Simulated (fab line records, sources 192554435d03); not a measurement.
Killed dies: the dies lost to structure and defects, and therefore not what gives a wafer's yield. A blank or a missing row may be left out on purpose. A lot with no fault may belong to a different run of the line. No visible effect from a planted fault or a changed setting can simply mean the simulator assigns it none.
Which tool did it? ; flow n5-finfet ; 24 lots, 72 wafers sampled, at 6 steps of a route of 1938

== WHAT EACH GAUGE READ, for each wafer ==
The record holds no reading of a measuring or inspecting step that can be judged against a usual standard deviation.

== TOOL THAT RAN EACH LOT (tool first, then ch and the chambers of the sampled wafers, then the start) ==
lot;N5_BEOL_M1_PRE_CLEAN_45;N5_BEOL_M1_SPUTTER_48;N5_BEOL_M1_ANNEAL_80;N5_BEOL_M1_SPUTTER_90;N5_BEOL_M1_SPUTTER_94;N5_BEOL_M2_STRIP_19
L074;pvd-sputter-01, day 6 07:50;pvd-sputter-02, day 6 10:14;pvd-sputter-02, day 6 10:32;pvd-sputter-02, day 6 11:20;pvd-sputter-02, day 6 11:47;rie-diel-04 ch 0,1,3, day 6 16:11
L075;pvd-sputter-02, day 6 15:07;pvd-sputter-01, day 6 15:51;pvd-sputter-01, day 6 16:09;pvd-sputter-01, day 6 19:00;pvd-sputter-01, day 6 19:29;rie-diel-06 ch 1,2,3, day 6 23:35
L076;pvd-sputter-02, day 6 19:01;pvd-sputter-01, day 6 19:48;pvd-sputter-01, day 6 20:08;pvd-sputter-01, day 6 21:00;pvd-sputter-01, day 6 21:28;rie-diel-06 ch 0,2,3, day 7 00:36
L078;pvd-sputter-02, day 7 08:27;pvd-sputter-03, day 7 09:10;pvd-sputter-03, day 7 09:28;pvd-sputter-03, day 7 10:16;pvd-sputter-03, day 7 10:42;rie-diel-01 ch 0,1,3, day 7 14:02
L077;pvd-sputter-01, day 7 08:50;pvd-sputter-02, day 7 09:34;pvd-sputter-02, day 7 09:52;pvd-sputter-02, day 7 10:40;pvd-sputter-02, day 7 11:07;rie-diel-01 ch 0,1,2, day 7 14:28
L079;pvd-sputter-03, day 7 20:18;pvd-sputter-03, day 7 20:54;pvd-sputter-03, day 7 21:12;pvd-sputter-03, day 7 22:00;pvd-sputter-03, day 7 22:26;rie-diel-01 ch 1,2,3, day 8 01:31
L080;pvd-sputter-02, day 7 20:20;pvd-sputter-01, day 7 21:38;pvd-sputter-01, day 7 21:58;pvd-sputter-01, day 7 22:50;pvd-sputter-01, day 7 23:19;rie-diel-01 ch 1,2, day 8 03:26
L081;pvd-sputter-03, day 7 23:19;pvd-sputter-01, day 7 23:58;pvd-sputter-01, day 8 00:17;pvd-sputter-01, day 8 01:09;pvd-sputter-01, day 8 01:38;rie-diel-04 ch 0,1,3, day 8 04:47
L082;pvd-sputter-03, day 8 11:49;pvd-sputter-03, day 8 12:35;pvd-sputter-03, day 8 12:53;pvd-sputter-03, day 8 13:41;pvd-sputter-03, day 8 14:07;rie-diel-06 ch 0,1,2, day 8 16:44
L083;pvd-sputter-03, day 8 15:02;pvd-sputter-01, day 8 15:53;pvd-sputter-01, day 8 16:11;pvd-sputter-01, day 8 16:59;pvd-sputter-01, day 8 17:26;rie-diel-01 ch 1,2,3, day 8 20:23
L084;pvd-sputter-02, day 8 18:59;pvd-sputter-01, day 8 21:34;pvd-sputter-01, day 8 21:52;pvd-sputter-01, day 8 22:40;pvd-sputter-01, day 8 23:07;rie-diel-01 ch 0,2, day 9 03:11
L085;pvd-sputter-03, day 9 08:43;pvd-sputter-03, day 9 09:17;pvd-sputter-03, day 9 09:35;pvd-sputter-03, day 9 10:23;pvd-sputter-03, day 9 10:50;rie-diel-01 ch 1,3, day 9 15:45
L086;pvd-sputter-03, day 9 11:59;pvd-sputter-02, day 9 12:34;pvd-sputter-02, day 9 12:52;pvd-sputter-02, day 9 13:40;pvd-sputter-02, day 9 14:07;rie-diel-04 ch 1,2,3, day 9 16:31
L087;pvd-sputter-03, day 9 15:17;pvd-sputter-03, day 9 15:49;pvd-sputter-03, day 9 16:07;pvd-sputter-03, day 9 16:55;pvd-sputter-03, day 9 17:21;rie-diel-04 ch 1,2, day 9 22:05
L088;pvd-sputter-02, day 9 17:37;pvd-sputter-03, day 9 18:08;pvd-sputter-03, day 9 18:26;pvd-sputter-03, day 9 19:14;pvd-sputter-03, day 9 19:41;rie-diel-06 ch 0,1,3, day 9 22:43
L089;pvd-sputter-02, day 10 03:37;pvd-sputter-03, day 10 04:13;pvd-sputter-03, day 10 04:31;pvd-sputter-03, day 10 05:19;pvd-sputter-03, day 10 05:46;rie-diel-06 ch 0,2, day 10 11:13
L091;pvd-sputter-02, day 10 10:29;pvd-sputter-02, day 10 11:10;pvd-sputter-02, day 10 11:28;pvd-sputter-02, day 10 12:16;pvd-sputter-02, day 10 12:43;rie-diel-01 ch 1,2, day 10 15:10
L090;pvd-sputter-02, day 10 13:34;pvd-sputter-02, day 10 14:22;pvd-sputter-02, day 10 14:40;pvd-sputter-02, day 10 15:28;pvd-sputter-02, day 10 15:55;rie-diel-04 ch 0,2,3, day 10 18:38
L092;pvd-sputter-01, day 11 00:59;pvd-sputter-03, day 11 02:05;pvd-sputter-03, day 11 02:23;pvd-sputter-03, day 11 03:11;pvd-sputter-03, day 11 03:38;rie-diel-01 ch 1,2,3, day 11 08:38
L093;pvd-sputter-02, day 11 04:06;pvd-sputter-01, day 11 05:15;pvd-sputter-01, day 11 05:33;pvd-sputter-01, day 11 06:21;pvd-sputter-01, day 11 06:47;rie-diel-04 ch 1,2,3, day 11 09:34
L094;pvd-sputter-03, day 11 08:50;pvd-sputter-02, day 11 09:28;pvd-sputter-02, day 11 09:46;pvd-sputter-02, day 11 10:34;pvd-sputter-02, day 11 11:01;rie-diel-06 ch 0,2,3, day 11 13:40
L095;pvd-sputter-03, day 11 17:14;pvd-sputter-03, day 11 18:08;pvd-sputter-03, day 11 18:26;pvd-sputter-03, day 11 19:14;pvd-sputter-03, day 11 19:40;rie-diel-01 ch 0,2,3, day 11 22:22
L096;pvd-sputter-03, day 11 20:35;pvd-sputter-01, day 11 21:55;pvd-sputter-01, day 11 22:13;pvd-sputter-01, day 11 23:01;pvd-sputter-01, day 11 23:27;rie-diel-06 ch 0,2, day 12 03:44
L097;pvd-sputter-01, day 12 00:23;pvd-sputter-01, day 12 01:13;pvd-sputter-01, day 12 01:31;pvd-sputter-01, day 12 02:19;pvd-sputter-01, day 12 02:45;rie-diel-06 ch 0,2, day 12 07:14
- N5_BEOL_M1_PRE_CLEAN_45: time 30 s.
- N5_BEOL_M1_SPUTTER_48: material Cu, target thk 4.5 nm, time 8.29 s.
- N5_BEOL_M1_ANNEAL_80: time 240 s.
- N5_BEOL_M1_SPUTTER_90: material Cu, target thk 4.5 nm, time 8.29 s.
- N5_BEOL_M1_SPUTTER_94: material Cu, target thk 4.5 nm, time 8.29 s.
- N5_BEOL_M2_STRIP_19: strips in O2.

== WHAT THE TOOLS THEMSELVES READ (means of the sampled wafers that have a number; where no wafer has one, the mark that the record gives instead) ==
N5_BEOL_M1_PRE_CLEAN_45. Usual: heater-power-w 350 W, standard deviation 48.
lot;tool;heater-power-w (W);flag
L074;pvd-sputter-01;349;
L075;pvd-sputter-02;340;
L076;pvd-sputter-02;355;
L078;pvd-sputter-02;349;
L077;pvd-sputter-01;333;
L079;pvd-sputter-03;378;
L080;pvd-sputter-02;358;
L081;pvd-sputter-03;338;
L082;pvd-sputter-03;318;
L083;pvd-sputter-03;307;
L084;pvd-sputter-02;344;
L085;pvd-sputter-03;389;
L086;pvd-sputter-03;369;
L087;pvd-sputter-03;327;
L088;pvd-sputter-02;336;
L089;pvd-sputter-02;356;
L091;pvd-sputter-02;371;
L090;pvd-sputter-02;373;
L092;pvd-sputter-01;346;
L093;pvd-sputter-02;362;
L094;pvd-sputter-03;299;
L095;pvd-sputter-03;424;
L096;pvd-sputter-03;379;
L097;pvd-sputter-01;332;

N5_BEOL_M1_SPUTTER_48. Usual: substrate-temp-c -20.00 C, standard deviation 0.1; throttle-valve-pct 29.9 %, standard deviation 1.
lot;tool;substrate-temp-c (C);throttle-valve-pct (%);flag
L074;pvd-sputter-02;-20.00;30.5;
L075;pvd-sputter-01;-20.07;30.2;
L076;pvd-sputter-01;-19.99;29.9;
L078;pvd-sputter-03;-20.05;29.5;
L077;pvd-sputter-02;-20.03;29.8;
L079;pvd-sputter-03;-20.04;29.8;
L080;pvd-sputter-01;-20.02;30.0;
L081;pvd-sputter-01;-19.94;30.5;
L082;pvd-sputter-03;-20.03;29.6;
L083;pvd-sputter-01;-19.95;30.4;
L084;pvd-sputter-01;-20.06;30.1;
L085;pvd-sputter-03;-20.00;29.1;
L086;pvd-sputter-02;-19.96;30.2;
L087;pvd-sputter-03;-19.85;29.9;
L088;pvd-sputter-03;-19.88;29.9;
L089;pvd-sputter-03;-20.06;29.4;
L091;pvd-sputter-02;-20.06;30.9;
L090;pvd-sputter-02;-20.02;30.8;
L092;pvd-sputter-03;-19.95;29.0;
L093;pvd-sputter-01;-20.00;30.0;
L094;pvd-sputter-02;-19.94;28.7;
L095;pvd-sputter-03;-19.96;29.4;
L096;pvd-sputter-01;-19.84;30.2;
L097;pvd-sputter-01;-20.06;30.3;

N5_BEOL_M1_ANNEAL_80. Usual: heater-power-w 869 W, standard deviation 120.
lot;tool;heater-power-w (W);flag
L074;pvd-sputter-02;851;
L075;pvd-sputter-01;803;
L076;pvd-sputter-01;849;
L078;pvd-sputter-03;795;
L077;pvd-sputter-02;838;
L079;pvd-sputter-03;931;
L080;pvd-sputter-01;801;
L081;pvd-sputter-01;862;
L082;pvd-sputter-03;1011;
L083;pvd-sputter-01;899;
L084;pvd-sputter-01;756;
L085;pvd-sputter-03;844;
L086;pvd-sputter-02;849;
L087;pvd-sputter-03;880;
L088;pvd-sputter-03;892;
L089;pvd-sputter-03;806;
L091;pvd-sputter-02;923;
L090;pvd-sputter-02;916;
L092;pvd-sputter-03;915;
L093;pvd-sputter-01;810;
L094;pvd-sputter-02;801;
L095;pvd-sputter-03;847;
L096;pvd-sputter-01;840;
L097;pvd-sputter-01;892;

N5_BEOL_M1_SPUTTER_90. Usual: substrate-temp-c -20.00 C, standard deviation 0.1; throttle-valve-pct 29.9 %, standard deviation 1.1.
lot;tool;substrate-temp-c (C);throttle-valve-pct (%);flag
L074;pvd-sputter-02;-20.00;30.4;
L075;pvd-sputter-01;-19.99;30.1;
L076;pvd-sputter-01;-19.90;29.9;
L078;pvd-sputter-03;-20.00;29.3;
L077;pvd-sputter-02;-19.89;29.8;
L079;pvd-sputter-03;-20.00;29.7;
L080;pvd-sputter-01;-20.01;30.0;
L081;pvd-sputter-01;-19.98;30.5;
L082;pvd-sputter-03;-19.92;29.2;
L083;pvd-sputter-01;-19.90;30.3;
L084;pvd-sputter-01;-20.08;30.1;
L085;pvd-sputter-03;-19.91;29.0;
L086;pvd-sputter-02;-20.12;30.4;
L087;pvd-sputter-03;-19.95;29.9;
L088;pvd-sputter-03;-19.97;29.9;
L089;pvd-sputter-03;-19.95;29.3;
L091;pvd-sputter-02;-19.99;30.9;
L090;pvd-sputter-02;-19.98;30.7;
L092;pvd-sputter-03;-20.11;28.9;
L093;pvd-sputter-01;-20.05;30.2;
L094;pvd-sputter-02;-20.08;28.8;
L095;pvd-sputter-03;-20.04;29.2;
L096;pvd-sputter-01;-20.08;30.2;
L097;pvd-sputter-01;-20.01;30.3;

N5_BEOL_M1_SPUTTER_94. Usual: substrate-temp-c -19.98 C, standard deviation 0.1; throttle-valve-pct 29.9 %, standard deviation 1.
lot;tool;substrate-temp-c (C);throttle-valve-pct (%);flag
L074;pvd-sputter-02;-19.96;30.4;
L075;pvd-sputter-01;-20.01;30.1;
L076;pvd-sputter-01;-20.09;30.0;
L078;pvd-sputter-03;-19.94;29.5;
L077;pvd-sputter-02;-19.97;29.8;
L079;pvd-sputter-03;-19.95;29.8;
L080;pvd-sputter-01;-19.96;30.1;
L081;pvd-sputter-01;-20.01;30.5;
L082;pvd-sputter-03;-20.02;29.3;
L083;pvd-sputter-01;-19.94;30.5;
L084;pvd-sputter-01;-20.03;30.0;
L085;pvd-sputter-03;-19.93;29.4;
L086;pvd-sputter-02;-19.98;30.4;
L087;pvd-sputter-03;-20.03;29.9;
L088;pvd-sputter-03;-19.93;29.9;
L089;pvd-sputter-03;-20.02;29.5;
L091;pvd-sputter-02;-19.92;30.9;
L090;pvd-sputter-02;-19.92;30.8;
L092;pvd-sputter-03;-19.87;28.9;
L093;pvd-sputter-01;-19.99;29.9;
L094;pvd-sputter-02;-19.90;29.0;
L095;pvd-sputter-03;-19.87;29.4;
L096;pvd-sputter-01;-19.90;30.2;
L097;pvd-sputter-01;-20.03;30.4;

N5_BEOL_M2_STRIP_19. Usual: drypump-motor-current-A 5.6 A, standard deviation 0.52; oes-product-au 0.80 a.u., standard deviation 0.098; rf-vpp-V 3.7 V, standard deviation 0.49; showerhead-plenum-p-Torr 2.10 Torr, standard deviation 0.064; temp-c 40.00 C, standard deviation 0.11; throttle-valve-pct 16.64 %, standard deviation 0.19.
lot;tool;drypump-motor-current-A (A);oes-product-au (a.u.);rf-vpp-V (V);showerhead-plenum-p-Torr (Torr);temp-c (C);throttle-valve-pct (%);flag
L074;rie-diel-04;5.6;0.72;3.5;2.05;39.96;16.72;
L075;rie-diel-06;5.8;0.72;3.9;2.10;40.01;16.80;
L076;rie-diel-06;5.9;0.74;3.1;2.15;39.93;16.83;
L078;rie-diel-01;5.3;0.95;3.3;2.12;39.92;16.54;
L077;rie-diel-01;5.2;0.89;3.9;2.10;39.96;16.53;
L079;rie-diel-01;5.4;0.85;3.5;2.10;39.95;16.47;
L080;rie-diel-01;5.1;0.85;3.9;2.06;40.06;16.38;
L081;rie-diel-04;5.6;0.72;3.3;2.04;39.97;16.75;
L082;rie-diel-06;5.4;0.80;3.6;2.10;40.03;16.66;
L083;rie-diel-01;5.4;0.84;4.1;2.09;40.02;16.47;
L084;rie-diel-01;5.5;0.79;3.7;2.10;40.13;16.64;
L085;rie-diel-01;5.5;0.89;4.1;2.11;40.03;16.49;
L086;rie-diel-04;5.9;0.78;3.8;2.10;40.09;16.58;
L087;rie-diel-04;5.9;0.76;3.7;2.12;39.99;16.63;
L088;rie-diel-06;5.9;0.72;3.9;2.14;40.13;16.81;
L089;rie-diel-06;5.4;0.85;3.8;2.09;39.98;16.61;
L091;rie-diel-01;5.3;0.77;3.9;2.07;39.90;16.49;
L090;rie-diel-04;5.9;0.86;3.8;2.09;40.03;16.59;
L092;rie-diel-01;5.4;0.80;4.1;2.09;40.11;16.51;
L093;rie-diel-04;5.9;0.76;3.5;2.09;39.97;16.60;
L094;rie-diel-06;5.9;0.78;3.5;2.13;39.91;16.73;
L095;rie-diel-01;5.5;0.82;4.1;2.11;40.01;16.69;
L096;rie-diel-06;5.4;0.83;3.6;2.09;39.98;16.63;
L097;rie-diel-06;5.4;0.78;3.7;2.13;39.90;16.76;

== THE ANSWER, worked out from the rows above alone ==
Rule: a lot counts as off when the mean over its wafers that have a number is more than 3 standard deviations away from the usual mean. A lot without any number at a reading at which 4 lots or more have one is off too. Where the step has rows for the other lots, those lots are counted as sound. First the gauges in route order, then the tools' own readings, where a lot's mean is used as printed above. At the first step where some lot is off, the reading lying furthest off is the one used; lots without a number count as furthest.
No lot is off on any of the readings shown, so nothing can be concluded from this.

== WHAT THE SIMULATOR HAD INSERTED ==
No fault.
